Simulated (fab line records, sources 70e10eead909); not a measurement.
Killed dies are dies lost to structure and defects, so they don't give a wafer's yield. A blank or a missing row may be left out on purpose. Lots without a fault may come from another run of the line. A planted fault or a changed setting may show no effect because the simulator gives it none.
Which tool did it? | flow nand_harc | 14 lots, 38 wafers sampled, at 1 step of a route of 1302

WHAT THE GAUGES READ, wafer by wafer
NHARC_A_BLC_INSPECT_12. Usual: raw_defect_count 83, standard deviation 29.
lot  | measured     | on                | raw_defect_count | flag
L608 | day 21 18:22 | defect_inspect-02 | 116 137 120      |
L609 | day 22 05:31 | defect_inspect-01 | 15 25 23         |
L607 | day 22 08:20 | defect_inspect-01 | 104 106 98       |
L618 | day 25 22:24 | defect_inspect-02 | 111              |
L620 | day 26 12:16 | defect_inspect-01 | 59               |
L621 | day 27 06:04 | defect_inspect-01 | 83 74 81         |
L622 | day 27 15:45 | defect_inspect-01 | 87 87 90         |
L623 | day 27 23:43 | defect_inspect-01 | 127 113 111      |
L624 | day 28 02:55 | defect_inspect-02 | 57 57 67         |
L625 | day 28 19:53 | defect_inspect-01 | 73 81 76         |
L628 | day 30 00:53 | defect_inspect-02 | 78 82 87         |
L627 | day 30 02:05 | defect_inspect-01 | 86 80 77         |
L630 | day 31 02:52 | defect_inspect-02 | 140 138 136      |
L629 | day 31 07:44 | defect_inspect-01 | 55 57 47         |

WHICH TOOL RAN EACH LOT (tool, then ch and the chambers of the sampled wafers, then the start)
The record holds no process step before these readings.

WHAT THE TOOLS THEMSELVES READ (means of the sampled wafers that have a number; where no wafer has one, the mark that the record gives instead)
The record holds no such reading with a usual standard deviation.

THE ANSWER, worked out from the rows above alone
Rule: a lot is off if the mean of its wafers that have a number lies more than 3 standard deviations from the usual mean. A lot without any number at a reading at which 4 lots or more have one is off too. The other lots that the step has rows for count as sound. The gauges are gone through in route order, then the tools' own readings, and for those a lot's mean is taken as printed above. The first step at which some lot is off is used, and at that step the reading that is off furthest; a lot without a number counts as furthest.
No lot is off at any reading shown: from this, nothing can be told.

WHAT THE SIMULATOR HAD PUT IN
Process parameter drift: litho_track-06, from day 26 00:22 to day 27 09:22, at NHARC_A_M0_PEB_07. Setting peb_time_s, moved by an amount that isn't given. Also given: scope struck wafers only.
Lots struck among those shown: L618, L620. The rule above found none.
